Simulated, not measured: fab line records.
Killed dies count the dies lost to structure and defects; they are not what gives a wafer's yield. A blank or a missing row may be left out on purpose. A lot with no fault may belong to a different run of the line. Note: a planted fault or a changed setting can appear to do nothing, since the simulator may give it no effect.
Matching of chambers | flow n5_finfet | ald_metal-03 running N5_BEOL_M11_ALD_74: 4 sister chambers
The step deposits TaN, target thk 2 nm, pulse time 2 s, purge time 3 s. 8 wafers are shown with their chamber, then 9 later ones without.

## WAFERS PAIRED WITH THEIR CHAMBERS
wafer  | chamber | heater_power_w (W) | precursor_vessel_pressure_torr (Torr)
L084.2 | 3       | 428                | 26.29
L086.4 | 3       | 411                | 26.25
L085.1 | 2       | 440                | 26.19
L085.2 | 0       | 385                | 26.33
L085.6 | 2       | 431                | 26.15
L091.3 | 0       | 374                | 26.33
L091.4 | 1       | 406                | 26.29
L091.5 | 1       | 403                | 26.31

## WAFERS WHOSE CHAMBER IS MISSING
wafer  | heater_power_w (W) | precursor_vessel_pressure_torr (Torr)
L094.1 | 389                | 26.13
L094.2 | 422                | 26.30
L094.4 | 449                | 26.26
L095.2 | 426                | 26.24
L095.5 | 420                | 26.20
L095.6 | 458                | 26.32
L096.1 | 417                | 26.26
L096.2 | 417                | 26.27
L096.3 | 387                | 26.27

## EACH ONE'S CHAMBER
wafer  | from the rows above          | in truth
L094.1 | can't be placed: 2 or 3      | 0
L094.2 | can't be placed: 3 or 1      | 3
L094.4 | can't be placed: 3 or 2      | 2
L095.2 | can't be placed: 3 or 2      | 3
L095.5 | can't be placed: 2 or 3      | 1
L095.6 | can't be placed: 3 or 1      | 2
L096.1 | can't be placed: 3 or 1      | 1
L096.2 | can't be placed: 3 or 1      | 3
L096.3 | can't be placed: 1 or 0 or 3 | 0
Correctly placed: 0 of 9. Not placeable from these rows: 9 (in 6, the candidates include the true chamber). Number placed wrongly: 0.
How it was worked out, from the rows above alone: a wafer's distance from a chamber is the root of the sum, over the readings, of the square of ((its reading less the chamber's mean) divided by the reading's scatter). If the next closest chamber is less than 2 further off than the closest, the wafer can't be placed; otherwise it belongs to the closest. A chamber's mean is the mean of its shown wafers. The scatter: take each reading less its chamber's mean, square it, sum over the shown wafers, divide by the number of wafers less the number of chambers, and take the root.
